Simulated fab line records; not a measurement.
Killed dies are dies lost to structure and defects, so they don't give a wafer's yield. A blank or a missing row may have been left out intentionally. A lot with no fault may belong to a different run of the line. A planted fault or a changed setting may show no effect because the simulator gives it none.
fab line records	flow nand-harc
[record] lots = 24	wafers = 72	last-day = 33
route steps=1302 shown P_M0@269 P_M1@302 P_BONDPAD@374
lots that met no fault: taken from a fault-free run of the same line
start-h: hours from the record's first day to the start of the lot's first wafer shown	wait-h: how many hours have passed since the lot's step before this one	" unchanged from the row above	L1.1+2: several wafers, shown together as one row	- no value, or no start was given	* or withheld: withheld	< > ~ a bound
route shown NAME@n: NAME is a module with steps in the file, n the number in the route of the first one	usual: average and standard deviation across the fault-free wafers	same: alike in all rows	chamber/n: place in a boat	sites: the reading at each site	_std_site: the standard deviation of these	_edge_site: the outer-site mean with the inner-site mean subtracted	radius-mm: for every site, how far away it sits from the centre of the wafer	mask NAME#n: copy n	behind: the tool/chamber that last shaped the wafer	hold: the reason the lot was held/the length of the hold in hours/how it ended	device: names the non-switching transistor (n, p or np)	end of line: the route-end tests of the same wafers	where a step has no rows: the recipe by itself	killed: not the wafer's yield, but the dies lost to structure and defects at the first sort	map: per-die view of a wafer (x killed, . not killed, _ where there is no die)
set.NAME: the setting as run; set.NAME@STEP: as run at that earlier step	model.NAME: the simulator's own value behind a step, which no gauge read
route steps across a sampled set of lots; one table per step, one row per wafer
services: the hour from which a tool's chamber was out of use, counted from the record's first day as start-h (under 0 if before that day), plus the number of hours and why
[[steps]]
[step NHARC_P_M0_CD_MEAS_16]
[usual] cd-nm = 89.7/0.82
lot.wafer	tool	chamber	start-h	wait-h	cd-nm
L074.4	cd-sem-01	-	120.96	0.1	88.8
L074.5	"	-	"	"	90.1
L074.6	"	-	"	"	88.9
L075.1	cd-sem-03	-	135.79	-	89.0
L075.2	"	-	"	"	90.0
L075.6	"	-	"	"	90.3
L076.2	cd-sem-02	-	140.28	-	90.8
L076.4	"	-	"	"	91.5
L076.6	"	-	"	"	90.6
L077.1	cd-sem-01	-	153.32	-	90.1
L077.4	"	-	"	"	89.1
L077.6	"	-	"	"	88.1
L078.2	cd-sem-02	-	156.46	-	90.2
L078.3	"	-	"	"	88.4
L078.4	"	-	"	"	89.8
L079.2	cd-sem-01	-	169.59	-	89.0
L079.4	"	-	"	"	90.1
L079.6	"	-	"	"	89.4
L080.2	cd-sem-02	-	182.68	-	90.1
L080.5	"	-	"	"	89.9
L080.6	"	-	"	"	88.8
L081.1	cd-sem-01	-	195.41	-	88.9
L081.5	"	-	"	"	90.2
L081.6	"	-	"	"	90.4
L082.1	cd-sem-03	-	204.06	-	91.4
L082.4	"	-	"	"	90.6
L082.6	"	-	"	"	90.6
L083.2	cd-sem-02	-	207.27	-	87.7
L083.3	"	-	"	"	89.2
L083.4	"	-	"	"	90.0
L084.1	cd-sem-03	-	229.52	-	88.8
L084.3	"	-	"	"	88.3
L084.5	"	-	"	"	88.3
L085.2	cd-sem-01	-	232.57	-	89.0
L085.4	"	-	"	"	90.0
L085.5	"	-	"	"	89.4
L086.1	cd-sem-02	-	239.16	-	90.4
L086.5	"	-	"	"	89.7
L086.6	"	-	"	"	89.5
L087.1	cd-sem-03	-	254.91	-	92.3
L087.3	"	-	"	"	89.3
L087.5	"	-	"	"	90.1
L088.2	cd-sem-03	-	269.19	-	89.3
L088.4	"	-	"	"	90.3
L088.6	"	-	"	"	89.3
L089.2	cd-sem-03	-	269.76	-	89.2
L089.3	"	-	"	"	88.0
L089.6	"	-	"	"	89.9
L090.1	cd-sem-01	-	288.15	-	90.3
L090.4	"	-	"	"	90.2
L090.5	"	-	"	"	89.2
L091.2	cd-sem-02	-	292.38	-	89.4
L091.3	"	-	"	"	89.4
L091.4	"	-	"	"	88.9
L092.4	cd-sem-03	-	311.96	-	90.0
L092.5	"	-	"	"	89.7
L092.6	"	-	"	"	89.4
L093.2	cd-sem-01	-	316.78	-	90.5
L093.3	"	-	"	"	89.0
L093.6	"	-	"	"	89.1
L094.1	cd-sem-01	-	322.08	-	89.7
L094.4	"	-	"	"	89.5
L094.5	"	-	"	"	89.3
L095.1	cd-sem-02	-	326.96	-	89.5
L095.3	"	-	"	"	89.3
L095.4	"	-	"	"	89.5
L096.1	cd-sem-01	-	341.43	-	89.8
L096.3	"	-	"	"	90.3
L096.6	"	-	"	"	89.8
L097.2	cd-sem-03	-	352.77	-	89.3
L097.4	"	-	"	"	90.0
L097.5	"	-	"	"	88.5
[step NHARC_P_M0_PVD_20]
[recipe] target-thk-a = 50	bias-v = 168.6	power-w = 15000	chamber-pressure-pa = 0.12	time-s = 8.06	substrate-temp-c = 50	material = TaN
[usual] throttle-valve-pct = 30.4/0.94
lot.wafer	tool	chamber	start-h	wait-h	throttle-valve-pct
L074.4	pvd-sputter-02	-	-	-	29.7
L074.6	"	-	"	"	30.0
L074.5	"	-	"	"	30.6
L075.1	pvd-sputter-02	-	-	-	29.7
L075.2	"	-	"	"	29.8
L075.6	"	-	"	"	29.8
L076.2	pvd-sputter-01	-	-	-	29.4
L076.4	"	-	"	"	29.6
L076.6	"	-	"	"	29.0
L077.4	pvd-sputter-03	-	-	-	29.2
L077.1	"	-	"	"	30.5
L077.6	"	-	"	"	29.3
L078.2	pvd-sputter-01	-	-	-	32.8
L078.4	"	-	"	"	29.5
L078.3	"	-	"	"	29.6
L079.4	pvd-sputter-02	-	-	-	30.4
L079.2	"	-	"	"	29.7
L079.6	"	-	"	"	29.4
L080.2	pvd-sputter-02	-	-	-	30.6
L080.5	"	-	"	"	30.5
L080.6	"	-	"	"	29.8
L081.1	pvd-sputter-03	-	-	-	31.5
L081.5	"	-	"	"	29.6
L081.6	"	-	"	"	30.3
L082.4	pvd-sputter-01	-	-	-	32.9
L082.1	"	-	"	"	29.3
L082.6	"	-	"	"	29.1
L083.2	pvd-sputter-03	-	208.13	0.1	31.6
L083.4	"	-	"	"	30.6
L083.3	"	-	"	"	31.5
L084.1	pvd-sputter-03	-	-	-	29.7
L084.3	"	-	"	"	30.5
L084.5	"	-	"	"	31.3
L085.4	pvd-sputter-02	-	-	-	29.7
L085.2	"	-	"	"	29.8
L085.5	"	-	"	"	29.8
L086.1	pvd-sputter-02	-	-	-	29.8
L086.5	"	-	"	"	30.6
L086.6	"	-	"	"	29.9
L087.1	pvd-sputter-01	-	-	-	32.2
L087.3	"	-	"	"	29.5
L087.5	"	-	"	"	29.6
L088.4	pvd-sputter-03	-	-	-	31.4
L088.2	"	-	"	"	31.4
L088.6	"	-	"	"	30.5
L089.2	pvd-sputter-03	-	-	-	31.0
L089.3	"	-	"	"	30.0
L089.6	"	-	"	"	31.2
L090.4	pvd-sputter-03	-	-	-	31.5
L090.1	"	-	"	"	30.5
L090.5	"	-	"	"	31.5
L091.4	pvd-sputter-02	-	-	-	30.3
L091.2	"	-	"	"	30.2
L091.3	"	-	"	"	30.0
L092.4	pvd-sputter-03	-	-	-	31.3
L092.5	"	-	"	"	30.5
L092.6	"	-	"	"	31.5
L093.2	pvd-sputter-03	-	-	-	31.2
L093.3	"	-	"	"	30.4
L093.6	"	-	"	"	30.1
L094.4	pvd-sputter-01	-	-	-	29.4
L094.1	"	-	"	"	29.3
L094.5	"	-	"	"	29.2
L095.3	pvd-sputter-03	-	-	-	30.4
L095.1	"	-	"	"	31.7
L095.4	"	-	"	"	29.7
L096.3	pvd-sputter-01	-	-	-	29.4
L096.1	"	-	"	"	29.5
L096.6	"	-	"	"	32.6
L097.4	pvd-sputter-02	-	-	-	30.3
L097.2	"	-	"	"	30.2
L097.5	"	-	"	"	30.4
[step NHARC_P_M1_STRIP_18]
[recipe] power-w = 1000	n2-flow-sccm = 150	h2-flow-sccm = 150	ar-flow-sccm = 0	bias-w = 0	chemistry = N2/H2
[usual] drypump-motor-current-A = 5.6/0.37	h2-flow-sccm = 150.1/0.48	mfc-ar-sccm = 0.013/0.011	oes-product-au = 1.003/0.0087	power-w = 1000.3/2.6	rf-vpp-V = 90.4/1	showerhead-plenum-p-Torr = 2.00/0.078	throttle-valve-pct = 14.171/0.0092
lot.wafer	tool	chamber	start-h	wait-h	drypump-motor-current-A	h2-flow-sccm	mfc-ar-sccm	oes-product-au	power-w	rf-hours-counter-h	rf-vpp-V	showerhead-plenum-p-Torr	throttle-valve-pct
L074.4	rie-diel-05	0	125.25	0.2	5.0	150.0	0.015	1.014	1002.1	-	89.4	1.92	14.168
L074.5	"	1	"	"	5.9	150.1	0.019	0.994	997.2	-	90.4	1.95	14.169
L074.6	"	3	"	"	6.0	150.0	0.032	0.996	1002.5	-	91.7	2.15	14.178
L075.1	rie-diel-05	1	139.93	0.1	5.9	150.8	0.019	0.990	998.0	5	90.9	1.95	14.196
L075.2	"	2	"	"	5.3	150.1	0	1.003	1000.7	4	90.5	1.93	14.170
L075.6	"	1	"	"	6.0	150.8	0.019	0.992	997.2	-	91.9	1.95	14.180
L076.2	rie-diel-08	2	144.45	0.1	5.5	149.7	0	1.000	996.3	36	91.4	2.07	14.173
L076.4	"	0	"	"	5.6	150.1	0	0.994	1000.3	36	91.6	2.09	14.180
L076.6	"	3	"	"	5.5	149.6	0.014	1.008	1004.5	-	90.2	1.98	14.185
L077.4	rie-diel-05	0	157.64	0.1	5.0	149.9	0.015	1.011	999.2	5	89.7	1.92	14.169
L077.1	"	2	"	"	5.3	150.1	0	0.993	997.9	5	90.4	1.93	14.170
L077.6	"	3	"	"	6.0	150.5	0.032	0.983	1002.0	-	91.1	2.15	14.184
L078.2	rie-diel-08	3	160.66	0.1	5.5	150.8	0.014	1.017	994.9	39	91.4	1.98	14.175
L078.3	"	1	"	"	5.9	149.6	0.021	1.007	1001.8	42	90.5	2.04	14.180
L078.4	"	2	"	"	5.5	150.0	0	1.005	998.7	41	91.0	2.07	14.170
L079.4	rie-diel-05	1	174.02	0.1	5.9	150.8	0.019	0.996	998.5	6	91.1	1.95	14.177
L079.2	"	3	"	"	6.1	150.2	0.032	0.997	1002.0	5	90.9	2.15	14.168
L079.6	"	0	"	"	5.0	150.1	0.015	1.010	1003.3	-	89.6	1.92	14.168
L080.2	rie-diel-09	3	187.10	0.2	5.7	149.2	0.007	1.007	995.6	4	91.4	1.92	14.173
L080.6	"	0	"	"	6.0	150.2	0.016	1.013	998.7	-	90.2	1.92	14.175
L080.5	"	1	"	"	5.1	149.5	0	1.005	997.0	-	91.2	2.04	14.162
L081.1	rie-diel-08	0	200.08	0.2	5.5	150.5	0	0.995	1002.8	0	91.6	2.08	14.166
L081.6	"	1	"	"	5.9	150.5	0.021	1.001	1002.0	-	90.2	2.04	14.184
L081.5	"	2	"	"	5.4	150.5	0	1.010	995.0	-	91.5	2.06	14.181
L082.4	rie-diel-08	0	209.09	0.1	5.6	149.6	0	0.998	1004.2	5	91.6	2.08	14.167
L082.1	"	2	"	"	5.5	150.4	0	1.012	998.2	3	89.0	2.06	14.163
L082.6	"	0	"	"	5.6	149.9	0	1.000	1000.2	-	91.3	2.08	14.189
L083.3	rie-diel-05	2	212.38	0.1	5.3	150.3	0	1.014	995.6	8	90.0	1.93	14.161
L083.2	"	0	"	"	5.0	150.7	0.015	1.020	1005.0	9	90.7	1.92	14.172
L083.4	"	1	"	"	6.0	150.0	0.019	1.007	1001.3	9	89.6	1.95	14.152
L084.1	rie-diel-08	0	233.70	0.1	5.5	149.6	0	1.007	997.1	11	90.5	2.08	14.174
L084.3	"	3	"	"	5.5	149.1	0.014	1.000	1001.6	11	89.7	1.97	14.159
L084.5	"	1	"	"	5.9	150.6	0.021	1.017	999.0	-	91.3	2.03	14.165
L085.2	rie-diel-09	2	236.65	0.1	5.1	149.1	0.017	0.981	997.8	7	90.2	2.03	14.176
L085.5	"	1	"	"	5.2	149.7	0	1.012	995.6	-	92.3	2.03	14.157
L085.4	"	2	"	"	5.1	149.3	0.017	0.978	998.2	-	90.4	2.03	14.181
L086.1	rie-diel-08	2	243.29	0.1	5.4	149.3	0	1.001	999.3	11	89.9	2.06	14.163
L086.5	"	1	"	"	5.9	150.5	0.021	0.993	999.2	-	91.0	2.03	14.167
L086.6	"	2	"	"	5.4	149.4	0	1.003	1004.1	-	90.6	2.06	14.169
L087.1	rie-diel-05	1	258.93	0.1	5.9	150.3	0.019	1.005	1002.0	1	89.2	1.95	14.181
L087.3	"	0	"	"	5.0	149.9	0.015	1.004	1002.4	1	90.5	1.92	14.176
L087.5	"	2	"	"	5.3	150.3	0	1.008	1002.1	-	89.4	1.93	14.160
L088.4	rie-diel-09	0	273.33	0.1	6.0	150.0	0.016	1.019	997.8	12	89.9	1.92	14.154
L088.2	"	1	"	"	5.2	149.8	0	1.011	1002.6	12	90.6	2.03	14.182
L088.6	"	0	"	"	6.0	150.5	0.016	1.014	998.6	-	90.3	1.92	14.173
L089.2	rie-diel-05	3	273.95	0.1	6.0	150.6	0.032	0.996	999.1	2	90.7	2.15	14.170
L089.3	"	1	"	"	5.9	150.2	0.019	1.002	1003.9	2	89.6	1.95	14.177
L089.6	"	1	"	"	5.9	149.4	0.019	1.000	1000.7	-	90.0	1.95	14.175
L090.4	rie-diel-05	2	292.53	0.1	5.3	150.7	0	0.998	1002.6	2	90.0	1.92	14.148
L090.1	"	3	"	"	6.1	150.4	0.032	0.997	1004.5	3	91.2	2.15	14.178
L090.5	"	3	"	"	6.1	150.6	0.032	1.002	1003.6	-	90.6	2.15	14.180
L091.3	rie-diel-05	0	296.53	0.1	5.0	150.3	0.015	1.014	1003.4	4	89.2	1.92	14.168
L091.4	"	2	"	"	5.3	151.1	0	1.013	1000.6	3	89.7	1.92	14.179
L091.2	"	3	"	"	6.1	150.7	0.032	1.013	1000.8	3	90.7	2.15	14.183
L092.4	rie-diel-09	0	316.08	0.1	6.0	150.0	0.016	1.018	1001.6	15	89.8	1.92	14.167
L092.5	"	0	"	"	6.0	150.2	0.016	1.021	997.5	-	88.8	1.92	14.183
L092.6	"	1	"	"	5.1	150.0	0	1.006	1006.9	-	89.6	2.03	14.168
L093.2	rie-diel-05	2	320.82	0.1	5.3	150.4	0	1.010	1005.7	5	90.1	1.92	14.167
L093.3	"	1	"	"	5.9	150.0	0.019	1.007	999.0	5	91.6	1.95	14.174
L093.6	"	2	"	"	5.3	149.9	0	1.006	1004.7	-	88.9	1.92	14.184
L094.4	rie-diel-08	1	326.46	0.1	5.9	149.9	0.021	1.003	1001.8	33	89.4	2.02	14.163
L094.1	"	3	"	"	5.5	149.9	0.014	1.000	1001.0	41	89.8	1.96	14.179
L094.5	"	2	"	"	5.4	149.4	0	1.010	999.5	-	90.8	2.05	14.177
L095.3	rie-diel-09	3	330.98	0.1	5.7	149.2	0.007	1.004	1000.3	0	90.7	1.92	14.175
L095.4	"	0	"	"	6.0	151.1	0.016	1.008	1001.9	0	90.3	1.92	14.171
L095.1	"	1	"	"	5.1	150.0	0	0.990	999.3	0	91.7	2.03	14.179
L096.3	rie-diel-05	2	345.44	0.1	5.3	149.2	0	1.014	999.2	5	90.2	1.92	14.185
L096.1	"	3	"	"	6.1	150.4	0.032	0.996	999.4	6	91.1	2.15	14.169
L096.6	"	1	"	"	5.9	149.7	0.019	1.009	1004.4	-	90.1	1.95	14.182
L097.2	rie-diel-09	2	356.95	0.1	5.1	150.1	0.017	0.988	1002.0	3	89.7	2.03	14.166
L097.4	"	3	"	"	5.7	150.2	0.007	1.006	1000.9	4	92.5	1.92	14.191
L097.5	"	3	"	"	5.7	150.1	0.007	1.002	1003.1	-	89.7	1.92	14.176
[step NHARC_P_M1_ETCH_28]
[recipe] target-depth-a = 300	over-etch-frac = 0.3	time-s = 72.99	ion-energy-ev = 150	cf4-flow-sccm = 50	n2-flow-sccm = 100	ar-flow-sccm = 150	rf-w = 300	bias-w = 100	chemistry = CF4/N2
[usual] drypump-motor-current-A = 5.6/0.37	mfc-ar-sccm = 150.0/0.49	oes-product-au = 1.004/0.0094	rf-vpp-V = 313.4/1.7	showerhead-plenum-p-Torr = 2.58/0.092	throttle-valve-pct = 19.795/0.0089
lot.wafer	tool	chamber	start-h	wait-h	drypump-motor-current-A	mfc-ar-sccm	oes-product-au	rf-hours-counter-h	rf-vpp-V	showerhead-plenum-p-Torr	throttle-valve-pct
L074.5	rie-diel-05	3	-	-	6.1	150.3	0.991	-	317.3	2.76	19.817
L074.4	"	0	"	"	5.0	150.0	1.001	-	311.6	2.49	19.797
L074.6	"	1	"	"	5.9	149.3	0.996	-	313.2	2.52	19.788
L075.2	rie-diel-05	0	-	-	5.0	149.4	1.008	4	313.4	2.49	19.789
L075.1	"	1	"	"	5.9	150.4	0.998	5	312.7	2.52	19.784
L075.6	"	3	"	"	6.0	149.8	0.992	-	315.3	2.76	19.794
L076.2	rie-diel-08	1	-	-	5.9	150.2	0.995	38	314.1	2.63	19.800
L076.4	"	2	"	"	5.4	150.3	1.006	37	314.6	2.66	19.791
L076.6	"	3	"	"	5.5	149.9	1.002	-	313.5	2.56	19.787
L077.1	rie-diel-05	2	-	-	5.3	149.9	1.004	5	313.8	2.49	19.779
L077.4	"	3	"	"	6.1	150.2	0.992	4	314.9	2.76	19.785
L077.6	"	2	"	"	5.2	149.3	1.017	-	313.2	2.49	19.788
L078.3	rie-diel-08	1	-	-	5.9	150.0	1.000	42	315.1	2.63	19.794
L078.4	"	2	"	"	5.4	150.6	1.003	41	314.2	2.66	19.798
L078.2	"	0	"	"	5.5	150.6	0.999	41	315.8	2.68	19.781
L079.4	rie-diel-05	1	-	-	6.0	150.6	1.008	6	313.7	2.52	19.786
L079.2	"	3	"	"	6.0	150.1	1.003	5	317.9	2.76	19.786
L079.6	"	1	"	"	6.0	150.4	1.004	-	311.6	2.52	19.800
L080.2	rie-diel-09	1	-	-	5.1	150.5	1.002	4	314.8	2.62	19.779
L080.5	"	2	"	"	5.1	149.8	0.988	-	312.9	2.62	19.792
L080.6	"	3	"	"	5.7	149.2	1.008	-	313.4	2.49	19.794
L081.1	rie-diel-08	0	-	-	5.5	150.1	1.000	0	313.9	2.68	19.793
L081.6	"	0	"	"	5.5	149.9	1.003	-	315.1	2.68	19.800
L081.5	"	1	"	"	5.9	150.1	1.016	-	314.3	2.62	19.802
L082.4	rie-diel-08	0	-	-	5.6	149.7	1.014	5	315.9	2.68	19.788
L082.1	"	1	"	"	5.9	149.3	1.005	3	314.0	2.62	19.801
L082.6	"	0	"	"	5.6	149.7	1.005	-	313.7	2.68	19.797
L083.4	rie-diel-05	0	-	-	5.0	150.6	1.004	9	312.0	2.48	19.805
L083.2	"	1	"	"	6.0	149.6	0.991	9	313.7	2.52	19.779
L083.3	"	3	"	"	6.0	150.6	0.991	8	315.3	2.76	19.800
L084.1	rie-diel-08	2	-	-	5.4	150.1	1.029	9	314.1	2.65	19.794
L084.3	"	1	"	"	5.9	149.3	1.006	8	313.2	2.62	19.805
L084.5	"	3	"	"	5.5	149.5	0.989	-	311.4	2.55	19.788
L085.2	rie-diel-09	0	-	-	6.0	151.1	1.007	8	312.1	2.48	19.790
L085.5	"	0	"	"	6.0	150.3	1.010	-	311.3	2.48	19.798
L085.4	"	1	"	"	5.2	150.9	1.001	-	314.8	2.62	19.802
L086.1	rie-diel-08	3	-	-	5.5	149.3	0.995	13	312.5	2.55	19.798
L086.5	"	3	"	"	5.5	149.7	1.002	-	313.8	2.55	19.805
L086.6	"	0	"	"	5.5	149.3	0.999	-	313.2	2.67	19.782
L087.3	rie-diel-05	2	-	-	5.3	150.1	1.003	1	313.0	2.49	19.789
L087.1	"	1	"	"	6.0	149.3	0.998	1	313.0	2.52	19.802
L087.5	"	2	"	"	5.3	149.8	1.002	-	312.7	2.49	19.805
L088.4	rie-diel-09	3	-	-	5.7	149.4	1.011	10	311.3	2.48	19.800
L088.2	"	0	"	"	5.9	149.8	1.012	12	311.4	2.48	19.793
L088.6	"	0	"	"	5.9	149.2	1.006	-	312.5	2.48	19.799
L089.2	rie-diel-05	3	-	-	6.1	150.3	1.007	2	316.4	2.76	19.811
L089.3	"	0	"	"	5.0	149.7	0.999	2	311.8	2.48	19.792
L089.6	"	1	"	"	6.0	150.3	0.995	-	313.0	2.52	19.789
L090.4	rie-diel-05	1	-	-	6.0	149.9	1.005	2	311.9	2.52	19.793
L090.1	"	3	"	"	6.0	150.4	0.993	3	316.6	2.76	19.797
L090.5	"	1	"	"	5.9	150.3	1.014	-	313.6	2.52	19.799
L091.3	rie-diel-05	2	-	-	5.3	149.6	1.002	3	311.7	2.49	19.799
L091.2	"	3	"	"	6.0	149.9	1.004	3	316.5	2.75	19.799
L091.4	"	0	"	"	5.0	150.2	1.009	4	309.4	2.48	19.802
L092.4	rie-diel-09	2	-	-	5.1	150.5	1.002	13	315.3	2.61	19.789
L092.6	"	0	"	"	6.0	150.3	1.023	-	311.1	2.48	19.801
L092.5	"	1	"	"	5.1	148.9	1.016	-	312.7	2.62	19.799
L093.3	rie-diel-05	0	-	-	5.0	150.7	1.007	6	312.4	2.48	19.792
L093.2	"	2	"	"	5.2	149.5	1.007	5	313.0	2.49	19.792
L093.6	"	0	"	"	5.0	150.2	1.008	-	311.6	2.48	19.790
L094.4	rie-diel-08	0	-	-	5.5	149.2	1.003	40	313.0	2.66	19.801
L094.1	"	1	"	"	5.9	149.9	1.000	33	313.6	2.61	19.791
L094.5	"	0	"	"	5.5	149.4	1.008	-	313.5	2.66	19.798
L095.1	rie-diel-09	1	-	-	5.1	150.5	1.003	0	313.7	2.62	19.789
L095.3	"	2	"	"	5.1	150.9	1.012	0	313.4	2.61	19.787
L095.4	"	3	"	"	5.7	150.4	1.001	0	312.0	2.48	19.791
L096.1	rie-diel-05	3	-	-	6.0	149.1	1.002	7	317.6	2.75	19.787
L096.3	"	0	"	"	5.0	149.8	0.997	7	311.5	2.48	19.793
L096.6	"	3	"	"	6.0	149.2	0.993	-	315.8	2.75	19.791
L097.4	rie-diel-09	1	-	-	5.1	150.3	0.991	3	313.0	2.62	19.802
L097.2	"	0	"	"	5.9	150.7	1.017	3	309.6	2.48	19.809
L097.5	"	1	"	"	5.1	150.1	0.997	-	314.7	2.62	19.802
[step NHARC_P_M1_PVD_20]
[recipe] target-thk-a = 50	bias-v = 168.6	power-w = 15000	chamber-pressure-pa = 0.12	time-s = 8.06	substrate-temp-c = 50	material = TaN
[usual] throttle-valve-pct = 30.3/1.1
lot.wafer	tool	chamber	start-h	wait-h	throttle-valve-pct
L074.4	pvd-sputter-01	-	-	-	32.8
L074.6	"	-	"	"	29.7
L074.5	"	-	"	"	29.4
L075.2	pvd-sputter-03	-	-	-	29.3
L075.1	"	-	"	"	30.4
L075.6	"	-	"	"	29.4
L076.2	pvd-sputter-02	-	-	-	29.7
L076.4	"	-	"	"	29.9
L076.6	"	-	"	"	30.0
L077.4	pvd-sputter-03	-	-	-	30.8
L077.1	"	-	"	"	31.2
L077.6	"	-	"	"	29.0
L078.3	pvd-sputter-01	-	-	-	29.6
L078.2	"	-	"	"	33.2
L078.4	"	-	"	"	29.4
L079.4	pvd-sputter-02	-	-	-	30.0
L079.2	"	-	"	"	30.6
L079.6	"	-	"	"	29.5
L080.2	pvd-sputter-03	-	-	-	29.6
L080.5	"	-	"	"	30.4
L080.6	"	-	"	"	31.3
L081.1	pvd-sputter-02	-	-	-	30.7
L081.6	"	-	"	"	29.9
L081.5	"	-	"	"	30.8
L082.4	pvd-sputter-02	-	-	-	29.7
L082.1	"	-	"	"	29.8
L082.6	"	-	"	"	30.0
L083.4	pvd-sputter-02	-	-	-	29.6
L083.3	"	-	"	"	29.5
L083.2	"	-	"	"	29.9
L084.1	pvd-sputter-03	-	-	-	31.3
L084.3	"	-	"	"	31.4
L084.5	"	-	"	"	31.2
L085.2	pvd-sputter-01	-	-	-	29.6
L085.4	"	-	"	"	32.5
L085.5	"	-	"	"	32.5
L086.1	pvd-sputter-01	-	-	-	32.4
L086.6	"	-	"	"	29.6
L086.5	"	-	"	"	32.6
L087.3	pvd-sputter-01	-	-	-	29.3
L087.1	"	-	"	"	32.3
L087.5	"	-	"	"	29.3
L088.4	pvd-sputter-02	-	-	-	30.5
L088.2	"	-	"	"	29.6
L088.6	"	-	"	"	29.5
L089.2	pvd-sputter-02	-	-	-	29.7
L089.3	"	-	"	"	30.7
L089.6	"	-	"	"	29.5
L090.1	pvd-sputter-01	-	-	-	29.6
L090.4	"	-	"	"	32.9
L090.5	"	-	"	"	29.1
L091.2	pvd-sputter-03	-	-	-	29.8
L091.3	"	-	"	"	31.2
L091.4	"	-	"	"	31.7
L092.4	pvd-sputter-01	-	-	-	29.6
L092.6	"	-	"	"	32.5
L092.5	"	-	"	"	29.5
L093.2	pvd-sputter-01	-	-	-	29.5
L093.3	"	-	"	"	29.5
L093.6	"	-	"	"	32.3
L094.1	pvd-sputter-01	-	-	-	32.8
L094.4	"	-	"	"	29.4
L094.5	"	-	"	"	29.7
L095.3	pvd-sputter-01	-	-	-	32.5
L095.4	"	-	"	"	29.6
L095.1	"	-	"	"	29.4
L096.1	pvd-sputter-01	-	-	-	29.7
L096.3	"	-	"	"	29.6
L096.6	"	-	"	"	29.4
L097.2	pvd-sputter-02	-	-	-	30.5
L097.4	"	-	"	"	30.4
L097.5	"	-	"	"	30.2
[step NHARC_P_BONDPAD_DEGAS_25]
[recipe] temp-c = 300	time-s = 60
[usual] heater-power-w = 469/32	susceptor-temp-C = 300.00/0.18
lot.wafer	tool	chamber	start-h	wait-h	heater-power-w	susceptor-temp-C
L074.4	pvd-sputter-03	-	134.52	-	436	299.90
L074.5	"	-	"	"	445	299.93
L074.6	"	-	"	"	473	300.01
L075.2	pvd-sputter-01	-	149.22	-	484	300.06
L075.1	"	-	"	"	438	300.11
L075.6	"	-	"	"	469	299.71
L076.2	pvd-sputter-02	-	153.80	-	533	299.91
L076.4	"	-	"	"	481	300.24
L076.6	"	-	"	"	514	299.78
L077.1	pvd-sputter-03	-	166.83	-	500	300.19
L077.4	"	-	"	"	431	300.20
L077.6	"	-	"	"	438	300.12
L078.4	pvd-sputter-01	-	170.06	-	479	299.89
L078.2	"	-	"	"	454	300.03
L078.3	"	-	"	"	406	300.15
L079.4	pvd-sputter-03	-	183.74	-	480	299.67
L079.2	"	-	"	"	428	300.39
L079.6	"	-	"	"	436	299.84
L080.2	pvd-sputter-02	-	196.64	-	455	299.98
L080.5	"	-	"	"	486	299.95
L080.6	"	-	"	"	479	300.09
L081.1	pvd-sputter-03	-	209.64	-	440	300.06
L081.6	"	-	"	"	432	299.83
L081.5	"	-	"	"	439	300.01
L082.1	pvd-sputter-03	-	218.76	-	431	299.98
L082.4	"	-	"	"	460	299.75
L082.6	"	-	"	"	445	300.24
L083.4	pvd-sputter-03	-	221.95	-	470	300.07
L083.3	"	-	"	"	438	300.11
L083.2	"	-	"	"	441	300.03
L084.1	pvd-sputter-01	-	242.96	-	434	300.07
L084.3	"	-	"	"	406	300.06
L084.5	"	-	"	"	517	300.13
L085.2	pvd-sputter-03	-	246.07	-	432	300.05
L085.4	"	-	"	"	471	299.82
L085.5	"	-	"	"	432	300.01
L086.1	pvd-sputter-02	-	252.66	-	441	299.80
L086.5	"	-	"	"	518	299.90
L086.6	"	-	"	"	485	300.28
L087.3	pvd-sputter-02	-	268.27	-	482	299.87
L087.1	"	-	"	"	495	299.96
L087.5	"	-	"	"	491	300.12
L088.4	pvd-sputter-01	-	282.65	-	391	299.95
L088.2	"	-	"	"	520	299.78
L088.6	"	-	"	"	447	300.16
L089.3	pvd-sputter-01	-	283.72	-	449	299.78
L089.2	"	-	"	"	479	300.07
L089.6	"	-	"	"	402	299.89
L090.1	pvd-sputter-02	-	301.89	-	485	299.86
L090.4	"	-	"	"	517	300.17
L090.5	"	-	"	"	460	299.96
L091.3	pvd-sputter-02	-	305.96	-	454	-
L091.4	"	-	"	"	517	-
L091.2	"	-	"	"	507	-
L092.4	pvd-sputter-03	-	325.61	-	487	300.08
L092.5	"	-	"	"	436	299.97
L092.6	"	-	"	"	452	299.76
L093.3	pvd-sputter-03	-	330.70	-	443	299.95
L093.2	"	-	"	"	482	300.00
L093.6	"	-	"	"	443	300.13
L094.4	pvd-sputter-03	-	335.91	-	461	300.04
L094.1	"	-	"	"	476	300.08
L094.5	"	-	"	"	463	300.09
L095.3	pvd-sputter-03	-	340.21	-	468	300.11
L095.1	"	-	"	"	476	299.85
L095.4	"	-	"	"	437	300.06
L096.1	pvd-sputter-02	-	354.62	-	500	300.20
L096.3	"	-	"	"	520	299.77
L096.6	"	-	"	"	509	299.97
L097.4	pvd-sputter-02	-	366.44	-	506	300.23
L097.2	"	-	"	"	512	300.04
L097.5	"	-	"	"	488	300.06
[[services]]
tool	chamber	start-h	hours	kind
pvd-sputter-02	-	104.00	10.0	pm
rie-diel-05	2	104.63	5.4	repair
rie-diel-05	2	122.88	4.8	repair
pvd-sputter-02	-	124.33	2.5	repair
rie-diel-05	0	141.60	2.3	repair
rie-diel-09	-	143.10	9.0	pm
pvd-sputter-02	-	145.66	7.6	repair
rie-diel-05	2	167.14	4.6	repair
pvd-sputter-03	-	170.02	10.0	pm
rie-diel-08	0	186.29	6.8	repair
rie-diel-08	-	190.89	9.0	pm
rie-diel-08	3	212.60	1.8	repair
pvd-sputter-01	-	226.02	10.0	pm
rie-diel-05	-	229.60	9.0	pm
rie-diel-05	2	242.52	2.6	repair
rie-diel-05	2	252.10	1.3	repair
rie-diel-05	2	273.32	3.6	repair
pvd-sputter-02	-	282.00	10.0	pm
rie-diel-08	1	294.71	2.7	repair
pvd-sputter-01	-	294.92	2.3	repair
pvd-sputter-02	-	308.60	27.5	repair
rie-diel-05	2	323.26	17.6	repair
pvd-sputter-03	-	348.02	10.0	pm
pvd-sputter-02	-	361.98	2.1	repair
[[key]]
fault none
